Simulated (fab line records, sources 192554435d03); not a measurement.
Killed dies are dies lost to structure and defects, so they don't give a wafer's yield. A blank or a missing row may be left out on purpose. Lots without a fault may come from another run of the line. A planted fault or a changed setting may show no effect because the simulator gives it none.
fab line records | flow n5_finfet
record lots=24 wafers=72 last_day=19
route steps=1938 shown FIN_SAQP@136 FIN_CUT@166 DUMMY_GATE@233 SD_EPI_N@272
lots that met no fault: from a run of the same line without faults
start_h: hours from the record's first day to the start of the lot's first wafer shown | wait_h: hours since the lot's step before | " the same as in the row above | L1.1+2: a row that stands for several wafers | - no value, or no start given | * or withheld: withheld | < > ~ a bound
route shown NAME@n: a module of which the file shows steps, and the number in the route of the first | usual: mean/standard deviation of fault-free wafers | same: alike in all rows | chamber/n: place in a boat | sites: the reading at each site | _std_site: their standard deviation | _edge_site: outer sites' mean less inner sites' | radius_mm: how far each site lies from the wafer's centre | mask NAME#n: copy n | behind: the tool/chamber that last shaped the wafer | hold: why the lot was held/for how many hours/how that ended | device: the transistor (n, p or np) that didn't switch | end of line: the same wafers' tests at the end of the route | a step without rows: its recipe alone | killed: dies lost to structure and defects at the first sort, not the wafer's yield | map: a wafer's dies, x killed, . not, _ none there
set.NAME: the setting as run; set.NAME@STEP: as run at that earlier step | model.NAME: the simulator's own value behind a step, which no gauge read
steps of the route over a sample of lots; a table a step, a row a wafer
services: from which hour (start_h, from the record's first day; less than 0 if before it) a tool's chamber was out of use, for how many hours, and why
## steps
# step N5_FIN_SAQP_STRIP_70
# recipe chemistry=N2/H2 power_w=500 temp_c=40 pressure_mtorr=50 rf_frequency_hz=6e+07 overash_fraction=0.3 bias_power_w=28 h2_frac=0.5 n2_flow_sccm=300 h2_flow_sccm=300
# usual drypump_motor_current_A=5.5/0.31 oes_product_au=0.84/0.1 rf_vpp_V=122.1/0.93 showerhead_plenum_p_Torr=3.41/0.09 throttle_valve_pct=18.81/0.25
# columns lot.wafer tool chamber start_h wait_h drypump_motor_current_A oes_product_au rf_hours_counter_h rf_vpp_V showerhead_plenum_p_Torr throttle_valve_pct
L074.2 rie_diel-01 0 27.49 0.0 5.3 1.01 2 123.3 3.57 18.56
L074.3 " 1 " " 5.9 0.73 163 121.4 3.48 19.07
L074.4 " 0 " " 5.3 1.01 - 122.6 3.57 18.57
L075.4 rie_diel-01 0 31.53 0.0 5.3 1.01 - 123.6 3.57 18.58
L075.5 " 1 " " 5.9 0.73 - 122.6 3.48 19.05
L075.6 " 3 " " 5.7 0.69 - 123.1 3.31 18.87
L076.2 rie_diel-01 3 36.53 0.0 5.7 0.69 248 122.3 3.31 18.89
L076.3 " 0 " " 5.3 0.99 6 123.7 3.57 18.59
L076.5 " 1 " " 5.9 0.73 - 121.7 3.48 19.06
L077.4 rie_diel-02 2 44.43 0.0 5.5 0.76 132 122.2 3.36 18.59
L077.5 " 1 " " 4.7 0.89 - 123.2 3.41 18.90
L077.6 " 2 " " 5.5 0.76 - 122.3 3.36 18.59
L078.1 rie_diel-01 2 50.06 0.0 6.1 1.00 3 121.0 3.57 18.46
L078.3 " 0 " " 5.3 0.96 13 122.9 3.57 18.62
L078.4 " 0 " " 5.3 0.96 - 122.4 3.57 18.61
L079.2 rie_diel-04 2 55.29 0.0 5.4 0.93 20 123.6 3.44 18.92
L079.5 " 0 " " 5.8 0.75 - 121.0 3.34 18.59
L079.6 " 3 " " 5.6 0.95 - 122.2 3.43 18.72
L080.2 rie_diel-02 1 65.04 0.0 4.7 0.88 57 121.6 3.41 18.93
L080.3 " 2 " " 5.5 0.76 138 121.6 3.36 18.60
L080.6 " 3 " " 5.1 0.76 - 123.4 3.50 18.59
L081.3 rie_diel-02 0 67.14 0.0 5.7 0.72 186 122.1 3.49 19.47
L081.5 " 1 " " 4.7 0.87 - 121.9 3.41 18.93
L081.6 " 2 " " 5.5 0.76 - 123.5 3.36 18.60
L082.2 rie_diel-04 3 73.59 0.0 5.6 0.92 17 122.3 3.42 18.75
L082.4 " 2 " " 5.5 0.91 - 120.9 3.43 18.95
L082.5 " 3 " " 5.6 0.92 - 121.5 3.42 18.76
L083.2 rie_diel-04 0 79.51 0.0 5.7 0.73 186 120.9 3.33 18.62
L083.3 " 2 " " 5.5 0.91 31 121.8 3.43 18.96
L083.6 " 3 " " 5.6 0.91 - 121.7 3.42 18.73
L084.2 rie_diel-04 1 85.34 0.0 5.4 1.01 0 121.0 3.31 19.05
L084.3 " 2 " " 5.4 0.90 33 122.2 3.43 18.95
L084.4 " 0 " " 5.7 0.73 188 121.3 3.33 18.63
L085.1 rie_diel-01 3 90.99 0.0 5.7 0.94 10 121.6 3.30 18.50
L085.2 " 2 " " 6.1 0.94 19 121.0 3.56 18.49
L085.3 " 0 " " 5.2 0.92 31 123.2 3.56 18.63
L086.4 rie_diel-04 3 98.15 0.0 5.6 0.90 27 121.9 3.42 18.76
L086.5 " 3 " " 5.6 0.91 - 123.2 3.42 18.75
L086.6 " 0 " " 5.7 0.74 - 122.1 3.33 18.62
L087.2 rie_diel-02 2 103.28 0.0 5.5 0.75 151 121.1 3.35 18.63
L087.4 " 3 " " 5.1 0.75 146 123.4 3.49 18.63
L087.5 " 0 " " 5.7 0.70 - 123.9 3.48 19.50
L088.2 rie_diel-01 1 111.45 0.0 5.9 0.69 198 122.7 3.46 19.12
L088.3 " 2 " " 6.1 0.92 24 121.8 3.56 18.49
L088.5 " 0 " " 5.2 0.90 - 122.6 3.55 18.63
L089.3 rie_diel-04 3 115.42 0.0 5.6 0.88 32 122.1 3.42 18.76
L089.4 " 0 " " 5.8 0.74 199 121.4 3.32 18.64
L089.5 " 1 " " 5.4 0.95 - 120.2 3.30 19.05
L090.2 rie_diel-04 1 121.34 0.0 5.4 0.96 13 121.0 3.30 19.07
L090.3 " 2 " " 5.4 0.90 46 122.3 3.42 18.99
L090.4 " 3 " " 5.6 0.89 35 121.0 3.41 18.77
L091.1 rie_diel-04 2 127.69 0.0 5.5 0.89 49 121.4 3.42 18.98
L091.3 " 3 " " 5.6 0.89 37 122.0 3.41 18.77
L091.6 " 0 " " 5.7 0.73 - 122.9 3.32 18.64
L092.2 rie_diel-01 2 133.15 0.0 6.1 0.90 33 123.2 3.55 18.50
L092.5 " 3 " " 5.7 0.91 - 121.0 3.29 18.53
L092.6 " 0 " " 5.3 0.90 - 123.1 3.55 18.66
L093.1 rie_diel-01 2 139.09 0.0 6.1 0.90 35 121.1 3.55 18.52
L093.3 " 3 " " 5.7 0.92 26 121.3 3.29 18.51
L093.6 " 3 " " 5.7 0.91 - 121.2 3.29 18.52
L094.1 rie_diel-04 1 145.35 0.0 5.5 0.92 21 122.8 3.30 19.08
L094.2 " 2 " " 5.5 0.88 55 121.8 3.42 19.00
L094.3 " 0 " " 5.7 0.72 209 121.5 3.32 18.65
L095.2 rie_diel-04 2 152.94 0.0 5.4 0.87 58 122.7 3.41 18.99
L095.3 " 1 " " 5.4 0.92 24 122.5 3.30 19.07
L095.6 " 1 " " 5.4 0.91 - 122.1 3.30 19.07
L096.4 rie_diel-02 0 158.39 0.0 5.7 0.70 215 121.7 3.47 19.54
L096.5 " 2 " " 5.5 0.72 - 120.7 3.34 18.65
L096.6 " 3 " " 5.1 0.74 - 122.5 3.48 18.66
L097.1 rie_diel-04 1 166.15 0.0 5.5 0.92 30 120.4 3.29 19.10
L097.3 " 0 " " 5.7 0.71 217 120.4 3.31 18.67
L097.6 " 1 " " 5.5 0.91 - 122.1 3.29 19.08
# step N5_FIN_SAQP_FIN_ETCH_36
# recipe chemistry=HBr/Cl2/O2 target_depth_a=1200 mask_material=SiNx time_s=50.4 bias_w=102 pressure_mtorr=10 icp_w=800 HBr_flow_sccm=150 Cl2_flow_sccm=80 O2_flow_sccm=12
# usual drypump_motor_current_A=5.7/0.44 oes_product_au=1.000/0.012 throttle_valve_pct=36.08/0.24
# columns lot.wafer tool chamber start_h wait_h drypump_motor_current_A oes_product_au rf_hours_counter_h throttle_valve_pct
L074.2 rie_si-02 0 28.64 0.0 5.7 1.014 97 36.27
L074.3 " 2 " " 5.5 1.015 201 36.43
L074.4 " 2 " " 5.5 1.009 - 36.43
L075.4 rie_si-01 3 32.75 0.0 4.7 0.999 39 36.22
L075.5 " 0 " " 6.1 1.015 - 36.18
L075.6 " 3 " " 4.7 0.994 - 36.23
L076.2 rie_si-01 2 37.76 0.0 5.3 0.994 104 35.86
L076.3 " 3 " " 4.7 0.985 39 36.23
L076.5 " 1 " " 5.8 0.999 - 35.90
L077.4 rie_si-01 3 45.98 0.0 4.7 0.999 40 36.22
L077.5 " 0 " " 6.1 0.982 - 36.21
L077.6 " 1 " " 5.7 1.015 - 35.88
L078.1 rie_si-02 2 51.13 0.0 5.5 0.994 202 36.46
L078.3 " 1 " " 6.0 1.020 142 35.94
L078.4 " 3 " " 6.0 0.990 74 35.97
L079.2 rie_si-02 1 56.46 0.0 6.0 1.023 142 35.93
L079.5 " 3 " " 6.0 0.982 - 35.96
L079.6 " 2 " " 5.5 1.004 - 36.46
L080.2 rie_si-02 1 66.94 0.0 6.0 1.016 142 35.96
L080.3 " 0 " " 5.7 1.010 98 36.29
L080.6 " 0 " " 5.7 1.014 - 36.25
L081.3 rie_si-02 3 68.20 0.0 6.0 0.986 74 35.97
L081.5 " 3 " " 6.0 0.980 - 35.98
L081.6 " 0 " " 5.7 0.992 - 36.28
L082.2 rie_si-02 2 74.71 0.0 5.5 1.004 202 36.44
L082.4 " 0 " " 5.7 1.021 98 36.26
L082.5 " 1 " " 6.0 1.017 - 35.94
L083.2 rie_si-01 2 80.80 0.0 5.3 0.991 105 35.89
L083.3 " 1 " " 5.8 1.010 19 35.89
L083.6 " 1 " " 5.8 1.005 - 35.89
L084.2 rie_si-01 2 86.43 0.0 5.3 0.996 105 35.87
L084.3 " 0 " " 6.1 1.012 156 36.17
L084.4 " 3 " " 4.7 0.999 40 36.23
L085.1 rie_si-01 0 92.22 0.0 6.2 0.995 156 36.18
L085.2 " 3 " " 4.7 0.990 40 36.24
L085.3 " 2 " " 5.3 0.986 105 35.91
L086.4 rie_si-01 3 99.91 0.0 4.7 0.992 40 36.24
L086.5 " 1 " " 5.7 1.013 - 35.88
L086.6 " 2 " " 5.3 0.991 - 35.88
L087.2 rie_si-06 0 104.34 0.0 4.9 0.999 1 36.52
L087.4 " 2 " " 6.1 1.004 - 35.78
L087.5 " 0 " " 4.9 1.003 - 36.53
L088.2 rie_si-02 2 112.53 0.0 5.5 0.978 0 36.43
L088.3 " 0 " " 5.7 0.996 99 36.29
L088.5 " 2 " " 5.5 0.978 - 36.44
L089.3 rie_si-06 1 116.50 0.0 5.0 0.988 125 35.58
L089.4 " 0 " " 4.9 0.998 - 36.53
L089.5 " 2 " " 6.1 0.997 - 35.78
L090.2 rie_si-02 3 122.50 0.0 6.0 1.005 76 35.94
L090.3 " 1 " " 6.0 1.022 143 35.94
L090.4 " 2 " " 5.5 0.995 1 36.40
L091.1 rie_si-02 1 128.75 0.0 5.9 1.022 143 35.93
L091.3 " 2 " " 5.5 0.986 1 36.42
L091.6 " 0 " " 5.7 1.015 - 36.25
L092.2 rie_si-02 0 134.21 0.0 5.7 1.020 100 36.24
L092.5 " 3 " " 6.0 0.991 - 35.94
L092.6 " 0 " " 5.7 1.010 - 36.26
L093.1 rie_si-02 0 140.27 0.0 5.7 1.012 100 36.27
L093.3 " 1 " " 6.0 1.014 144 35.94
L093.6 " 1 " " 6.0 1.014 - 35.95
L094.1 rie_si-02 2 146.57 0.0 5.5 0.981 1 36.44
L094.2 " 3 " " 6.0 0.996 76 35.95
L094.3 " 1 " " 6.0 1.022 144 35.96
L095.2 rie_si-06 0 154.09 0.0 4.9 0.999 2 36.50
L095.3 " 1 " " 5.0 0.985 126 35.59
L095.6 " 2 " " 6.2 0.993 - 35.78
L096.4 rie_si-06 1 161.19 0.0 5.0 0.990 126 35.58
L096.5 " 3 " " 6.2 0.982 - 36.04
L096.6 " 2 " " 6.1 0.996 - 35.79
L097.1 rie_si-01 3 168.66 0.0 4.7 1.000 42 36.23
L097.3 " 0 " " 6.1 1.002 157 36.19
L097.6 " 3 " " 4.7 0.987 - 36.24
# step N5_FIN_CUT_DESCUM_13
# recipe chemistry=O2 time_s=7 source_power_w=50 bias_power_w=20 pressure_mtorr=20 rf_frequency_hz=2.712e+07 temp_c=40 resist=CAR-EUV o2_flow_sccm=225
# usual drypump_motor_current_A=5.4/0.41 oes_product_au=0.79/0.078 rf_vpp_V=243.2/1 showerhead_plenum_p_Torr=2.10/0.041 throttle_valve_pct=20.39/0.24
# columns lot.wafer tool chamber start_h wait_h drypump_motor_current_A oes_product_au rf_hours_counter_h rf_vpp_V showerhead_plenum_p_Torr throttle_valve_pct
L074.2 rie_diel-05 2 29.44 0.0 5.8 0.87 56 243.3 2.11 20.62
L074.3 " 0 " " 4.9 0.72 175 244.4 2.08 20.63
L074.4 " 1 " " 4.9 0.95 15 240.8 2.05 20.13
L075.4 rie_diel-05 0 33.56 0.0 4.9 0.72 176 243.1 2.08 20.61
L075.5 " 1 " " 4.9 0.95 - 242.1 2.05 20.12
L075.6 " 2 " " 5.8 0.87 - 243.2 2.11 20.62
L076.2 rie_diel-06 3 38.56 0.0 5.2 0.73 200 244.0 2.07 20.70
L076.3 " 0 " " 5.4 0.76 157 243.6 2.09 20.58
L076.5 " 0 " " 5.4 0.76 - 242.7 2.09 20.58
L077.4 rie_diel-03 2 46.66 0.0 5.8 0.74 143 243.7 2.18 20.09
L077.5 " 3 " " 5.4 0.79 - 244.6 2.10 20.57
L077.6 " 0 " " 6.2 0.70 - 243.8 2.07 20.45
L078.1 rie_diel-05 2 51.93 0.0 5.8 0.86 62 243.6 2.11 20.64
L078.3 " 3 " " 5.4 0.80 87 242.5 2.11 20.12
L078.4 " 1 " " 4.9 0.93 22 242.5 2.05 20.13
L079.2 rie_diel-05 0 57.27 0.0 4.9 0.72 183 242.4 2.08 20.63
L079.5 " 3 " " 5.4 0.81 - 242.6 2.11 20.12
L079.6 " 0 " " 4.9 0.72 - 242.8 2.08 20.62
L080.2 rie_diel-03 0 67.80 0.2 6.2 0.69 237 242.3 2.07 20.46
L080.3 " 2 " " 5.7 0.73 150 242.9 2.17 20.08
L080.6 " 2 " " 5.8 0.74 - 245.8 2.17 20.11
L081.3 rie_diel-05 0 68.88 0.0 4.9 0.72 187 243.5 2.08 20.63
L081.5 " 0 " " 4.9 0.72 - 242.0 2.08 20.65
L081.6 " 1 " " 4.9 0.92 - 242.4 2.05 20.14
L082.2 rie_diel-05 0 75.51 0.0 4.9 0.71 189 243.4 2.08 20.65
L082.4 " 3 " " 5.4 0.80 95 244.3 2.11 20.11
L082.5 " 1 " " 4.9 0.92 - 240.9 2.05 20.14
L083.2 rie_diel-03 1 81.47 0.0 5.1 0.86 53 244.6 2.13 20.17
L083.3 " 3 " " 5.4 0.78 116 242.3 2.09 20.58
L083.6 " 3 " " 5.4 0.78 - 243.1 2.09 20.59
L084.2 rie_diel-05 0 87.10 0.0 4.9 0.71 192 242.6 2.08 20.66
L084.3 " 2 " " 5.9 0.84 73 244.0 2.11 20.65
L084.4 " 3 " " 5.4 0.79 98 242.0 2.11 20.11
L085.1 rie_diel-03 3 92.89 0.0 5.4 0.78 121 243.6 2.09 20.59
L085.2 " 2 " " 5.8 0.73 158 242.6 2.17 20.11
L085.3 " 0 " " 6.2 0.69 245 243.4 2.06 20.47
L086.4 rie_diel-05 3 100.72 0.0 5.4 0.78 104 243.5 2.11 20.14
L086.5 " 0 " " 4.9 0.71 - 242.9 2.08 20.66
L086.6 " 3 " " 5.4 0.78 - 243.8 2.11 20.13
L087.2 rie_diel-03 0 105.14 0.0 6.3 0.69 248 243.9 2.06 20.48
L087.4 " 3 " " 5.4 0.78 125 242.5 2.09 20.61
L087.5 " 2 " " 5.7 0.72 - 243.3 2.17 20.12
L088.2 rie_diel-03 2 113.21 0.0 5.8 0.71 165 245.6 2.17 20.12
L088.3 " 1 " " 5.1 0.84 64 244.1 2.12 20.18
L088.5 " 2 " " 5.8 0.72 - 244.0 2.17 20.11
L089.3 rie_diel-06 3 117.31 0.0 5.2 0.71 225 242.1 2.07 20.73
L089.4 " 1 " " 5.7 0.69 239 242.0 1.97 20.54
L089.5 " 2 " " 5.8 0.81 - 243.7 2.12 20.45
L090.2 rie_diel-06 1 123.18 0.0 5.7 0.68 241 242.8 1.97 20.55
L090.3 " 0 " " 5.4 0.74 183 243.4 2.08 20.62
L090.4 " 2 " " 5.8 0.81 81 243.6 2.12 20.47
L091.1 rie_diel-05 1 129.43 0.0 4.9 0.89 43 242.9 2.05 20.18
L091.3 " 3 " " 5.4 0.78 111 244.2 2.10 20.15
L091.6 " 0 " " 4.9 0.70 - 242.3 2.07 20.67
L092.2 rie_diel-03 3 134.92 0.1 5.4 0.76 136 242.3 2.09 20.61
L092.5 " 1 " " 5.1 0.83 - 242.8 2.12 20.21
L092.6 " 2 " " 5.7 0.72 - 243.5 2.17 20.13
L093.1 rie_diel-03 0 140.95 0.0 6.3 0.98 1 242.8 2.06 20.12
L093.3 " 1 " " 5.1 0.83 74 244.3 2.12 20.22
L093.6 " 3 " " 5.4 0.76 - 242.2 2.08 20.60
L094.1 rie_diel-06 3 147.45 0.1 5.2 0.70 236 242.6 2.06 20.75
L094.2 " 0 " " 5.4 0.73 189 242.3 2.08 20.64
L094.3 " 2 " " 5.8 0.80 91 242.3 2.12 20.48
L095.2 rie_diel-03 0 154.77 0.0 6.3 0.95 5 244.5 2.06 20.13
L095.3 " 1 " " 5.1 0.82 78 242.9 2.12 20.22
L095.6 " 2 " " 5.7 0.71 - 245.6 2.16 20.12
L096.4 rie_diel-06 0 162.65 0.7 5.4 0.72 - 242.8 2.08 20.64
L096.5 " 2 " " 5.8 0.78 - 242.3 2.12 20.48
L096.6 " 3 " " 5.1 0.69 - 242.3 2.06 20.78
L097.1 rie_diel-03 1 169.46 0.0 5.1 0.82 80 244.1 2.12 20.22
L097.3 " 3 " " 5.4 0.75 142 244.2 2.08 20.61
L097.6 " 2 " " 5.8 0.70 - 244.8 2.16 20.13
# step N5_DUMMY_GATE_INSPECT_17
# recipe mode=adi inspect_instrument=brightfield
# usual raw_defect_count=200/51
# columns lot.wafer tool chamber start_h wait_h raw_defect_count
L074.2 defect_inspect-01 - 50.25 0.0 119
L074.3 " - " " 177
L074.4 " - " " 205
L075.4 defect_inspect-02 - 57.19 0.0 197
L075.5 " - " " 330
L075.6 " - " " 216
L076.2 defect_inspect-01 - 58.16 0.0 198
L076.3 " - " " 265
L076.5 " - " " 211
L077.4 defect_inspect-01 - 65.62 0.0 190
L077.5 " - " " 191
L077.6 " - " " 202
L078.1 defect_inspect-01 - 70.17 0.1 207
L078.3 " - " " 217
L078.4 " - " " 211
L079.2 defect_inspect-02 - 77.69 0.0 257
L079.5 " - " " 256
L079.6 " - " " 215
L080.2 defect_inspect-01 - 86.15 0.0 158
L080.3 " - " " 201
L080.6 " - " " 261
L081.3 defect_inspect-01 - 89.84 0.0 123
L081.5 " - " " 165
L081.6 " - " " 143
L082.2 defect_inspect-02 - 94.09 0.0 226
L082.4 " - " " 188
L082.5 " - " " 186
L083.2 defect_inspect-02 - 100.52 0.0 247
L083.3 " - " " 214
L083.6 " - " " 364
L084.2 defect_inspect-01 - 105.74 0.0 227
L084.3 " - " " 185
L084.4 " - " " 172
L085.1 defect_inspect-01 - 111.39 0.1 249
L085.2 " - " " 182
L085.3 " - " " 189
L086.4 defect_inspect-02 - 123.19 0.0 167
L086.5 " - " " 151
L086.6 " - " " 137
L087.2 defect_inspect-02 - 125.41 0.0 231
L087.4 " - " " 274
L087.5 " - " " 225
L088.2 defect_inspect-01 - 132.05 0.0 182
L088.3 " - " " 196
L088.5 " - " " 109
L089.3 defect_inspect-01 - 135.61 0.0 163
L089.4 " - " " 105
L089.5 " - " " 208
L090.2 defect_inspect-02 - 142.41 0.0 166
L090.3 " - " " 179
L090.4 " - " " 134
L091.1 defect_inspect-01 - 148.43 0.1 95
L091.3 " - " " 199
L091.6 " - " " 157
L092.2 defect_inspect-01 - 153.41 0.0 165
L092.5 " - " " 244
L092.6 " - " " 175
L093.1 defect_inspect-01 - 159.45 0.1 359
L093.3 " - " " 221
L093.6 " - " " 231
L094.1 defect_inspect-02 - 169.02 0.1 132
L094.2 " - " " 236
L094.3 " - " " 165
L095.2 defect_inspect-01 - 173.60 0.0 211
L095.3 " - " " 276
L095.6 " - " " 190
L096.4 defect_inspect-02 - 184.57 0.0 207
L096.5 " - " " 249
L096.6 " - " " 241
L097.1 defect_inspect-01 - 189.22 0.1 208
L097.3 " - " " 193
L097.6 " - " " 194
# step N5_DUMMY_GATE_ETCH_32
# recipe chemistry=CF4 target=SiO2 target_depth_a=35 time_s=3.9 ion_energy_ev=350 pressure_mtorr=10 icp_w=800 bias_w=400 cf4_flow_sccm=80
# usual drypump_motor_current_A=5.8/0.3 oes_product_au=1.000/0.016 throttle_valve_pct=21.84/0.23
# columns lot.wafer tool chamber start_h wait_h drypump_motor_current_A oes_product_au rf_hours_counter_h throttle_valve_pct
L074.2 rie_si-03 1 50.96 0.1 5.9 1.001 171 22.05
L074.3 " 3 " " 5.7 1.011 80 21.54
L074.4 " 0 " " 5.8 0.969 87 21.46
L075.4 rie_si-03 0 57.98 0.1 5.8 0.968 87 21.45
L075.5 " 2 " " 6.3 0.986 - 21.71
L075.6 " 3 " " 5.7 1.006 - 21.54
L076.2 rie_si-04 2 58.87 0.1 5.2 0.994 189 21.77
L076.3 " 0 " " 5.8 0.990 143 22.16
L076.5 " 0 " " 5.8 0.993 - 22.16
L077.4 rie_si-03 1 66.86 0.1 5.9 1.006 171 22.07
L077.5 " 0 " " 5.8 0.967 - 21.47
L077.6 " 3 " " 5.7 1.027 - 21.53
L078.1 rie_si-05 0 70.87 0.1 6.0 1.024 6 21.66
L078.3 " 2 " " 5.7 1.013 145 22.01
L078.4 " 1 " " 5.7 0.982 136 22.09
L079.2 rie_si-05 2 78.98 0.1 5.7 1.014 145 22.00
L079.5 " 3 " " 5.7 1.008 - 21.77
L079.6 " 0 " " 6.0 1.030 - 21.67
L080.2 rie_si-05 1 87.07 0.1 5.7 0.969 136 22.07
L080.3 " 0 " " 6.0 1.022 6 21.67
L080.6 " 3 " " 5.8 0.994 - 21.77
L081.3 rie_si-03 1 90.61 0.1 5.9 1.006 172 22.07
L081.5 " 1 " " 5.9 0.993 - 22.06
L081.6 " 0 " " 5.8 0.984 - 21.47
L082.2 rie_si-05 0 94.79 0.1 6.0 1.034 6 21.67
L082.4 " 3 " " 5.8 1.011 87 21.76
L082.5 " 1 " " 5.7 0.976 - 22.07
L083.2 rie_si-03 3 101.61 0.1 5.7 1.014 81 21.53
L083.3 " 2 " " 6.3 1.003 66 21.72
L083.6 " 3 " " 5.7 1.006 - 21.53
L084.2 rie_si-04 0 106.44 0.1 5.8 0.989 144 22.18
L084.3 " 3 " " 5.9 1.005 170 22.14
L084.4 " 3 " " 6.0 0.992 - 22.13
L085.1 rie_si-04 3 112.09 0.1 5.9 0.995 170 22.15
L085.2 " 2 " " 5.2 0.996 190 21.78
L085.3 " 0 " " 5.8 0.981 144 22.18
L086.4 rie_si-04 3 124.05 0.1 5.9 0.998 170 22.16
L086.5 " 3 " " 5.9 0.997 - 22.14
L086.6 " 0 " " 5.8 0.995 - 22.17
L087.2 rie_si-04 2 126.54 0.1 5.2 0.998 191 21.77
L087.4 " 1 " " 6.5 1.006 0 21.81
L087.5 " 3 " " 5.9 0.990 - 22.15
L088.2 rie_si-03 0 132.76 0.1 5.8 0.984 88 21.45
L088.3 " 3 " " 5.7 1.020 82 21.52
L088.5 " 0 " " 5.8 0.975 - 21.47
L089.3 rie_si-05 1 136.31 0.1 5.7 0.976 137 22.07
L089.4 " 0 " " 6.0 1.021 7 21.65
L089.5 " 2 " " 5.7 1.011 - 22.01
L090.2 rie_si-04 0 143.34 0.1 5.8 0.999 144 22.16
L090.3 " 3 " " 5.9 1.004 171 22.15
L090.4 " 2 " " 5.2 1.000 191 21.76
L091.1 rie_si-04 0 149.13 0.1 5.8 0.991 144 22.17
L091.3 " 1 " " 6.5 1.005 0 21.81
L091.6 " 1 " " 6.5 1.013 - 21.80
L092.2 rie_si-04 1 154.12 0.1 6.5 1.012 1 21.80
L092.5 " 2 " " 5.2 1.011 - 21.76
L092.6 " 1 " " 6.5 1.019 - 21.80
L093.1 rie_si-03 3 160.74 0.1 5.8 0.995 83 21.53
L093.3 " 1 " " 5.9 0.997 173 22.08
L093.6 " 1 " " 5.9 0.992 - 22.07
L094.1 rie_si-05 2 169.73 0.1 5.7 1.016 146 22.01
L094.2 " 3 " " 5.8 1.006 88 21.78
L094.3 " 1 " " 5.7 0.977 138 22.08
L095.2 rie_si-03 0 174.33 0.1 5.9 0.971 89 21.49
L095.3 " 2 " " 6.2 0.998 68 21.71
L095.6 " 1 " " 5.9 1.000 - 22.04
L096.4 rie_si-05 0 185.48 0.1 6.0 1.038 7 21.68
L096.5 " 2 " " 5.7 1.013 - 22.03
L096.6 " 3 " " 5.7 1.011 - 21.77
L097.1 rie_si-05 3 189.92 0.1 5.8 1.008 89 21.78
L097.3 " 1 " " 5.7 0.980 138 22.08
L097.6 " 3 " " 5.8 1.006 - 21.77
# step N5_SD_EPI_N_INSPECT_11
# recipe mode=adi inspect_instrument=macro
# usual raw_defect_count=1.9/1.3
# columns lot.wafer tool chamber start_h wait_h raw_defect_count
L074.2 defect_inspect-01 - 52.51 0.0 1
L074.3 " - " " 1
L074.4 " - " " 2
L075.4 defect_inspect-01 - 59.39 0.0 3
L075.5 " - " " 2
L075.6 " - " " 0
L076.2 defect_inspect-01 - 60.41 0.0 0
L076.3 " - " " 3
L076.5 " - " " 1
L077.4 defect_inspect-01 - 68.53 0.0 0
L077.5 " - " " 6
L077.6 " - " " 1
L078.1 defect_inspect-01 - 72.42 0.0 4
L078.3 " - " " 1
L078.4 " - " " 1
L079.2 defect_inspect-01 - 80.83 0.0 1
L079.5 " - " " 0
L079.6 " - " " 2
L080.2 defect_inspect-01 - 88.69 0.0 1
L080.3 " - " " 3
L080.6 " - " " 1
L081.3 defect_inspect-01 - 92.52 0.0 5
L081.5 " - " " 1
L081.6 " - " " 3
L082.2 defect_inspect-02 - 96.29 0.0 1
L082.4 " - " " 5
L082.5 " - " " 4
L083.2 defect_inspect-01 - 103.24 0.0 3
L083.3 " - " " 2
L083.6 " - " " 0
L084.2 defect_inspect-02 - 109.80 0.0 1
L084.3 " - " " 1
L084.4 " - " " 2
L085.1 defect_inspect-02 - 113.51 0.0 0
L085.2 " - " " 2
L085.3 " - " " 1
L086.4 defect_inspect-02 - 126.16 0.0 4
L086.5 " - " " 2
L086.6 " - " " 1
L087.2 defect_inspect-01 - 129.70 0.0 3
L087.4 " - " " 3
L087.5 " - " " 2
L088.2 defect_inspect-01 - 134.30 0.0 0
L088.3 " - " " 2
L088.5 " - " " 2
L089.3 defect_inspect-01 - 137.73 0.0 2
L089.4 " - " " 3
L089.5 " - " " 2
L090.2 defect_inspect-01 - 145.37 0.0 0
L090.3 " - " " 3
L090.4 " - " " 2
L091.1 defect_inspect-01 - 150.99 0.0 1
L091.3 " - " " 0
L091.6 " - " " 4
L092.2 defect_inspect-01 - 155.53 0.0 2
L092.5 " - " " 2
L092.6 " - " " 3
L093.1 defect_inspect-01 - 162.90 0.0 2
L093.3 " - " " 3
L093.6 " - " " 2
L094.1 defect_inspect-01 - 171.14 0.0 1
L094.2 " - " " 4
L094.3 " - " " 1
L095.2 defect_inspect-01 - 175.87 0.0 1
L095.3 " - " " 1
L095.6 " - " " 1
L096.4 defect_inspect-02 - 187.72 0.0 3
L096.5 " - " " 3
L096.6 " - " " 3
L097.1 defect_inspect-02 - 191.52 0.0 1
L097.3 " - " " 2
L097.6 " - " " 2
## services
# columns tool chamber start_h hours kind
rie_si-02 3 27.73 6.7 repair
rie_diel-04 0 37.44 4.8 repair
rie_si-02 3 38.60 2.0 repair
rie_diel-06 1 45.23 9.4 repair
rie_si-03 1 52.42 2.1 repair
rie_diel-05 - 53.95 0.3 repair
rie_diel-04 - 89.16 0.4 repair
rie_si-03 - 106.36 0.2 repair
rie_si-05 - 108.66 0.3 repair
rie_si-05 3 108.97 2.1 repair
rie_si-05 - 111.27 14.6 pm
rie_diel-02 0 113.52 7.3 repair
rie_diel-01 1 136.85 10.3 repair
rie_diel-02 1 137.28 9.5 repair
rie_si-04 0 143.64 3.5 repair
rie_diel-06 1 144.27 14.9 repair
rie_diel-04 3 144.66 14.2 repair
rie_diel-03 3 152.15 13.5 repair
rie_diel-03 - 157.17 10.0 pm
rie_diel-02 - 159.50 1.4 repair
rie_si-02 - 161.79 2.8 pm
rie_si-04 0 164.24 2.1 repair
rie_diel-05 3 175.74 3.6 repair
rie_diel-01 0 183.85 7.7 repair
## key
fault none
